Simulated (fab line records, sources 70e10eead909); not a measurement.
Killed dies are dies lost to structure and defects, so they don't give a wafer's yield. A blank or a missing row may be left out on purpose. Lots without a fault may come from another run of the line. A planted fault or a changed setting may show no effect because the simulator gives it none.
fab line records | flow nand_harc
record lots=5 wafers=12 last_day=22
route steps=1159 shown A_CONTACT@857 END@1159
lots that met no fault: from a run of the same line without faults
start_h: hours from the record's first day to the start of the lot's first wafer shown | wait_h: hours since the lot's step before | " the same as in the row above | L1.1+2: a row that stands for several wafers | - no value, or no start given | * or withheld: withheld | < > ~ a bound
route shown NAME@n: a module of which the file shows steps, and the number in the route of the first | usual: mean/standard deviation of fault-free wafers | same: alike in all rows | chamber/n: place in a boat | sites: the reading at each site | _std_site: their standard deviation | _edge_site: outer sites' mean less inner sites' | radius_mm: how far each site lies from the wafer's centre | mask NAME#n: copy n | behind: the tool/chamber that last shaped the wafer | hold: why the lot was held/for how many hours/how that ended | device: the transistor (n, p or np) that didn't switch | end of line: the same wafers' tests at the end of the route | a step without rows: its recipe alone | killed: dies lost to structure and defects at the first sort, not the wafer's yield | map: a wafer's dies, x killed, . not, _ none there
set.NAME: the setting as run; set.NAME@STEP: as run at that earlier step | model.NAME: the simulator's own value behind a step, which no gauge read
lots at some steps of the route; a table a step, a row a wafer
services: from which hour (start_h, from the record's first day; less than 0 if before it) a tool's chamber was out of use, for how many hours, and why
## steps
# step NHARC_A_CONTACT_DESCUM_47
# recipe time_s=3 o2_flow_sccm=200 ar_flow_sccm=0 bias_power_w=0 chemistry=O2
# step NHARC_A_CONTACT_ETCH_48
# recipe target_depth_a=390 over_etch_frac=0.3 time_s=65 ion_energy_ev=80 cf4_flow_sccm=150 ar_flow_sccm=0 rf_w=300 bias_w=100 chemistry=CF4
# step NHARC_A_CONTACT_ETCH_49
# recipe target_depth_a=2600 over_etch_frac=0.3 time_s=475.3 ion_energy_ev=200 n2_flow_sccm=150 h2_flow_sccm=150 ar_flow_sccm=0 rf_w=400 bias_w=150 chemistry=N2/H2
# step NHARC_A_CONTACT_ETCH_50
# recipe target_depth_a=847 time_s=42.4 cf4_flow_sccm=100 chf3_flow_sccm=30 ar_flow_sccm=0 rf_w=500 bias_w=200 chemistry=CF4/CHF3
# step NHARC_A_CONTACT_ETCH_51
# recipe target_depth_a=36000 over_etch_frac=0.3 time_s=936 ion_energy_ev=150 o2_flow_sccm=400 cos_flow_sccm=20 ar_flow_sccm=0 rf_w=500 bias_w=300 chemistry=O2/COS
# step NHARC_A_CONTACT_ETCH_111
# recipe source_w=withheld pressure_mtorr=20 bias_v=withheld time_s=140 target_depth_a=7000 ar_flow_sccm=withheld c4f8_flow_sccm=withheld o2_flow_sccm=withheld chemistry=C4F8/O2/Ar
# step NHARC_A_CONTACT_ETCH_112
# recipe source_w=withheld pressure_mtorr=20 bias_v=3000 time_s=94 target_depth_a=9220 ar_flow_sccm=withheld c4f8_flow_sccm=withheld o2_flow_sccm=withheld chemistry=C4F8/O2/Ar
# step NHARC_A_CONTACT_ETCH_113
# recipe source_w=withheld pressure_mtorr=20 bias_v=3000 time_s=94 target_depth_a=9220 ar_flow_sccm=withheld c4f8_flow_sccm=withheld o2_flow_sccm=withheld chemistry=C4F8/O2/Ar
# step NHARC_A_CONTACT_ETCH_114
# recipe source_w=withheld pressure_mtorr=20 bias_v=3000 time_s=94 target_depth_a=9220 ar_flow_sccm=withheld c4f8_flow_sccm=withheld o2_flow_sccm=withheld chemistry=C4F8/O2/Ar
# step NHARC_A_CONTACT_ETCH_115
# recipe source_w=withheld pressure_mtorr=20 bias_v=3000 time_s=94 target_depth_a=9220 ar_flow_sccm=withheld c4f8_flow_sccm=withheld o2_flow_sccm=withheld chemistry=C4F8/O2/Ar
# usual oes_air_line_au=0.998/0.021
# columns lot.wafer tool chamber start_h wait_h oes_air_line_au rf_hours_counter_h
L238.1 har_cap_etch-01 1 384.38 0.1 1.000 57
L238.3 " 0 " " 0.998 -
L238.6 " 0 " " 1.020 -
L240.2 har_cap_etch-01 1 409.62 0.1 0.965 62
L240.3 " 1 " " 0.965 -
L242.3 har_cap_etch-01 1 423.36 0.1 0.985 -
L242.6 " 0 " " 1.002 -
L245.2 har_cap_etch-01 1 439.36 0.1 1.008 68
L245.5 " 1 " " 0.986 -
L247.3 har_cap_etch-02 1 446.33 0.1 1.038 -
L247.5 " 0 " " 0.990 -
L247.6 " 1 " " 1.026 -
# step NHARC_A_CONTACT_ETCH_116
# recipe source_w=withheld pressure_mtorr=20 bias_v=3000 time_s=94 target_depth_a=9220 ar_flow_sccm=withheld c4f8_flow_sccm=withheld o2_flow_sccm=withheld chemistry=C4F8/O2/Ar
# step NHARC_A_CONTACT_ETCH_117
# recipe source_w=withheld pressure_mtorr=20 bias_v=3000 time_s=94 target_depth_a=9220 ar_flow_sccm=withheld c4f8_flow_sccm=withheld o2_flow_sccm=withheld chemistry=C4F8/O2/Ar
# step NHARC_A_CONTACT_ETCH_118
# recipe source_w=withheld pressure_mtorr=20 bias_v=3000 time_s=94 target_depth_a=9220 ar_flow_sccm=withheld c4f8_flow_sccm=withheld o2_flow_sccm=withheld chemistry=C4F8/O2/Ar
# step NHARC_A_CONTACT_ETCH_119
# recipe source_w=withheld pressure_mtorr=20 bias_v=3000 time_s=94 target_depth_a=9220 ar_flow_sccm=withheld c4f8_flow_sccm=withheld o2_flow_sccm=withheld chemistry=C4F8/O2/Ar
# step NHARC_A_CONTACT_ETCH_120
# recipe source_w=withheld pressure_mtorr=20 bias_v=3000 time_s=94 target_depth_a=9220 ar_flow_sccm=withheld c4f8_flow_sccm=withheld o2_flow_sccm=withheld chemistry=C4F8/O2/Ar
# step NHARC_A_CONTACT_ETCH_121
# recipe source_w=withheld pressure_mtorr=20 bias_v=3000 time_s=94 target_depth_a=9220 ar_flow_sccm=withheld c4f8_flow_sccm=withheld o2_flow_sccm=withheld chemistry=C4F8/O2/Ar
# step NHARC_A_CONTACT_ETCH_122
# recipe source_w=withheld pressure_mtorr=20 bias_v=3000 time_s=95 target_depth_a=9300 ar_flow_sccm=withheld c4f8_flow_sccm=withheld o2_flow_sccm=withheld chemistry=C4F8/O2/Ar
# step NHARC_A_CONTACT_ETCH_123
# recipe source_w=withheld pressure_mtorr=20 bias_v=400 time_s=253 target_depth_a=10900 ar_flow_sccm=withheld c4f8_flow_sccm=11.5 o2_flow_sccm=7.2 chemistry=C4F8/O2/Ar
# step NHARC_A_CONTACT_ETCH_90
# recipe target_depth_a=400 over_etch_frac=0.5 time_s=85.7 ion_energy_ev=120 ch3f_flow_sccm=50 o2_flow_sccm=30 ar_flow_sccm=200 rf_w=500 bias_w=100 chemistry=CH3F/O2
# step NHARC_A_CONTACT_ETCH_96
# recipe target_depth_a=200 over_etch_frac=0.5 time_s=10 ion_energy_ev=250 c4f6_flow_sccm=25 o2_flow_sccm=20 ar_flow_sccm=500 rf_w=600 bias_w=500 chemistry=C4F6/O2
# step NHARC_A_CONTACT_STRIP_99
# recipe n2_flow_sccm=150 h2_flow_sccm=150 ar_flow_sccm=0 bias_w=0 chemistry=N2/H2
# step NHARC_A_CONTACT_STRIP_100
# recipe cf4_flow_sccm=100 chf3_flow_sccm=30 ar_flow_sccm=0 bias_w=0 chemistry=CF4/CHF3
# step NHARC_A_CONTACT_STRIP_101
# recipe o2_flow_sccm=400 cos_flow_sccm=20 ar_flow_sccm=0 bias_w=0 chemistry=O2/COS
# step NHARC_A_CONTACT_ETCH_102
# recipe target_depth_a=700 overetch_a=70 time_s=38.5 ion_energy_ev=100 cf4_flow_sccm=80 o2_flow_sccm=20 ar_flow_sccm=0 rf_w=300 bias_w=100 chemistry=CF4/O2
# step NHARC_A_CONTACT_STRIP_55
# recipe o2_flow_sccm=500 ar_flow_sccm=0 bias_w=0 chemistry=O2
# step NHARC_A_CONTACT_STRIP_56
# recipe time_s=600 temp_c=30 chemistry=post_etch_residue_remover
# step NHARC_A_CONTACT_DEP_57
# recipe target_thk_a=28000 temp_c=400 material=aC
# step NHARC_A_CONTACT_DEP_58
# recipe target_thk_a=600 target_thk_nm=60 temp_c=400 pressure_torr=3.5 flow_sccm=200 rf_w=350 material=SiON
# step NHARC_A_CONTACT_DEHYDRATE_59
# recipe temp_c=150 time_s=120
# step NHARC_A_CONTACT_HMDS_60
# recipe time_s=30
# step NHARC_A_CONTACT_COAT_61
# recipe temp_c=260 time_s=75
# step NHARC_A_CONTACT_COAT_62
# recipe temp_c=225 time_s=65
# step NHARC_A_CONTACT_COAT_63
# recipe spin_rpm=1500 resist_thk_nm=90
# step NHARC_A_CONTACT_SOFTBAKE_64
# recipe temp_c=105 time_s=55
# step NHARC_A_CONTACT_EBR_65
# step NHARC_A_CONTACT_EXPOSE_66
# recipe na=1.35 sigma_outer=0.8 dose_mj=59.02 mask_id=A_CC_2
# step NHARC_A_CONTACT_PEB_67
# recipe peb_temp_c=100 peb_time_s=65
# step NHARC_A_CONTACT_DEVELOP_68
# recipe develop_time_s=35 dev_temp_c=23
# step NHARC_A_CONTACT_DESCUM_74
# recipe time_s=3 o2_flow_sccm=200 ar_flow_sccm=0 bias_power_w=0 chemistry=O2
# usual drypump_motor_current_A=5.5/0.45 oes_product_au=0.999/0.008 rf_vpp_V=57.7/0.92 showerhead_plenum_p_Torr=1.92/0.093 throttle_valve_pct=11.311/0.0089
# columns lot.wafer tool chamber start_h wait_h hold drypump_motor_current_A oes_product_au rf_hours_counter_h rf_vpp_V showerhead_plenum_p_Torr throttle_valve_pct
L238.1 rie_diel-06 3 389.56 0.1 - 6.4 0.981 27 56.3 1.89 11.332
L238.3 " 0 " " - 5.5 0.999 27 57.7 1.76 11.306
L238.6 " 3 " " - 6.4 0.994 - 57.2 1.89 11.310
L240.3 rie_diel-06 2 427.22 10.7 await_dispo/2.3h/release 5.3 0.995 34 57.3 2.04 11.302
L240.2 " 3 " " await_dispo/2.3h/release 6.4 0.995 31 57.4 1.89 11.323
L242.3 rie_diel-06 0 434.03 2.1 await_dispo/2.0h/release 5.5 0.992 1 58.7 2.08 11.317
L242.6 " 2 " " await_dispo/2.0h/release 5.3 1.014 - 59.1 2.04 11.323
L245.2 rie_diel-09 0 447.32 2.4 await_dispo/2.2h/release 5.4 1.004 3 56.7 1.86 11.320
L245.5 " 1 " " await_dispo/2.2h/release 4.8 1.001 - 58.8 1.98 11.308
L247.3 rie_diel-06 2 452.82 0.1 - 5.3 1.005 6 58.5 2.04 11.308
L247.5 " 1 " " - 5.4 1.004 - 57.3 1.92 11.303
L247.6 " 2 " " - 5.3 1.000 - 57.7 2.03 11.319
# step NHARC_END_SORT_01
# recipe temp_c=25
# usual killed_at_array=29/11 killed_at_other=0.7/1.1 killed_at_periphery=2.9/2.2 killed_dies=33/11 killed_open=3.1/1.8 killed_short=1.9/1.4
# same gross_dies=677
# columns lot.wafer tool chamber start_h wait_h killed_at_array killed_at_other killed_at_periphery killed_dies killed_open killed_short
L242.3 prober-01 0 500.33 3.1 82 1 2 85 3 2
L242.6 prober-01 0 502.69 3.9 29 0 5 34 6 2
L240.2 prober-01 0 524.39 2.8 96 0 3 99 3 1
L240.3 prober-01 0 525.20 3.1 81 0 2 83 1 0
L245.2 prober-01 0 526.22 2.8 76 0 1 77 4 1
L245.5 prober-01 0 528.60 3.7 78 1 2 81 3 2
# killed by level:class
L242.3 A_CONTACT:unspecified=61 A_CHANNEL_HOLE_D1:chamber_film_flake=11 A_STAIRCASE:chamber_film_flake=3 A_CONTACT:chamber_film_flake=3 P_M0:geometric_particle:open=1 A_SOURCE_PLATE:geometric_particle:short=1 A_ONON_D1:geometric_particle:open=1 A_CONTACT:geometric_particle:short=1
L242.6 A_CHANNEL_HOLE_D1:chamber_film_flake=23 P_GATE:geometric_particle:open=2 A_CONTACT:chamber_film_flake=2 P_CONTACT:geometric_particle:open=1 P_CONTACT:geometric_particle:short=1 A_ONON_D1:geometric_particle:open=1 A_CHANNEL_FILL_D1:geometric_particle:open=1 A_CHANNEL_FILL_D1:geometric_particle:short=1
L240.2 A_CONTACT:unspecified=57 A_CHANNEL_HOLE_D1:chamber_film_flake=18 A_SLIT:chamber_film_flake=9 A_CONTACT:chamber_film_flake=6 P_ZERO_WELL:chamber_film_flake=2 A_WL_FILL:geometric_particle:short=1 A_WL_FILL:geometric_particle:open=1 A_CONTACT:geometric_particle:open=1
L240.3 A_CONTACT:unspecified=53 A_CHANNEL_HOLE_D1:chamber_film_flake=11 A_SLIT:chamber_film_flake=9 A_CONTACT:chamber_film_flake=5 P_ZERO_WELL:chamber_film_flake=2 A_ZERO_WELL:chamber_film_flake=2 A_CONTACT:geometric_particle:open=1
L245.2 A_CONTACT:unspecified=56 A_SLIT:chamber_film_flake=8 A_CONTACT:chamber_film_flake=3 A_M0:geometric_particle:open=2 A_CHANNEL_HOLE_D1:chamber_film_flake=2 P_GATE:geometric_particle:open=1 A_CONTACT:geometric_particle:open=1 A_CONTACT:geometric_particle:short=1
L245.5 A_CONTACT:unspecified=53 A_SLIT:chamber_film_flake=13 A_CONTACT:chamber_film_flake=4 A_CHANNEL_HOLE_D1:chamber_film_flake=3 P_CONTACT:geometric_particle:short=1 P_M2:geometric_particle:short=1 A_ONON_D1:geometric_particle:open=1 A_BLC:geometric_particle:open=1
# map L240.2 (x killed, . not)
____________.____________
_________......._________
_______..........._______
______.............______
_____..............._____
____...........x...x.____
____.................____
___........x....x.....___
___...................___
__...................x.__
__.................x...__
_......................._
_......................._
_..x...................._
_.....x..............x.._
_......................._
.....................x..x
.....x................x.x
.x....................xxx
....................xx.xx
..........x....x.....x...
_............x.xx...x..x_
_.............xx.....xx._
_..............x..x..x.x_
_...................x..x_
_......................._
__..............x......__
__.........x.x....x....__
___.........xxx.......___
___.......xxxxxx......___
____......xxxxxxx....____
____.......xxxxxxx...____
_____.....xxxxxxxx.._____
______...x.xxxxxxxx______
_______...xxxxxxxx_______
_________.xxxxxx_________
____________x____________
# map L242.3 (x killed, . not)
____________.____________
_________......._________
_______.....xx...._______
______....x.x......______
_____..............._____
____.......x.x.......____
____......xxxx.......____
___......x............___
___...................___
__.....................__
__.....................__
_......................._
_..x...................._
_......................._
_......................._
_......................._
..x..........x...........
............x............
............x............
.........................
xx.............x.........
_.x....................._
_............x.........._
_............x.........._
_......................._
_.................x....._
__.....x.....x.........__
__..........x.x........__
___.........xxxx......___
___.........x.xxx.....___
____......xxxxxxxx...____
____......xxxxxxxx...____
_____....xxxxxxxxxx._____
______....xxxxxxxx.______
_______..xxxxxxxxx_______
_________.xxxxxx_________
____________x____________
## services
# columns tool chamber start_h hours kind
rie_diel-09 3 361.78 33.2 repair
rie_diel-06 0 372.82 - clean
rie_diel-06 1 372.82 - clean
rie_diel-06 2 372.82 - clean
rie_diel-06 3 372.82 - clean
rie_diel-06 0 397.32 - clean
rie_diel-06 1 397.32 - clean
rie_diel-06 2 397.32 - clean
rie_diel-06 3 397.32 - clean
rie_diel-09 2 401.76 4.6 repair
rie_diel-09 0 414.73 17.9 repair
rie_diel-06 - 418.20 9.0 pm
rie_diel-06 0 418.20 9.0 vent_cycle
rie_diel-06 1 418.20 9.0 vent_cycle
rie_diel-06 2 418.20 9.0 vent_cycle
rie_diel-06 3 418.20 9.0 vent_cycle
rie_diel-06 0 427.20 - clean
rie_diel-06 0 427.20 - consumable_replace:showerhead
rie_diel-06 1 427.20 - clean
rie_diel-06 2 427.20 - clean
rie_diel-06 3 427.20 - clean
rie_diel-06 3 430.53 1.5 repair
rie_diel-09 - 431.22 9.0 pm
rie_diel-06 0 451.70 - clean
## key
first_sign step=NHARC_END_SORT_01 reading=killed_at_array direction=up sigmas=4.8 usual=29 struck=83
effect step=NHARC_END_SORT_01 reading=killed_dies direction=up sigmas=4.7 usual=33 struck=85
more_kills_born_at NHARC_A_CONTACT_ETCH_115@har_cap_etch-01=277
met_at NHARC_A_CONTACT_ETCH_115
struck_wafers L240.2,L240.3,L242.3,L245.2,L245.5
tester_left_out L240,L242,L245
onset_between 384.38 409.62
fault kind=chamber_particle_source tool=har_cap_etch-01 chamber=1 onset_h=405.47 steps=NHARC_A_CONTACT_ETCH_115 rate_per_visit_cm2=0.56404 end_h=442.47
# tester_left_out: of these lots the tester's yield and bins aren't shown, on N5 and GAA mostly nor the transistor test; their killed dies are dies lost to structure and defects alone, not to doping, threshold or leakage, so they don't give the yield
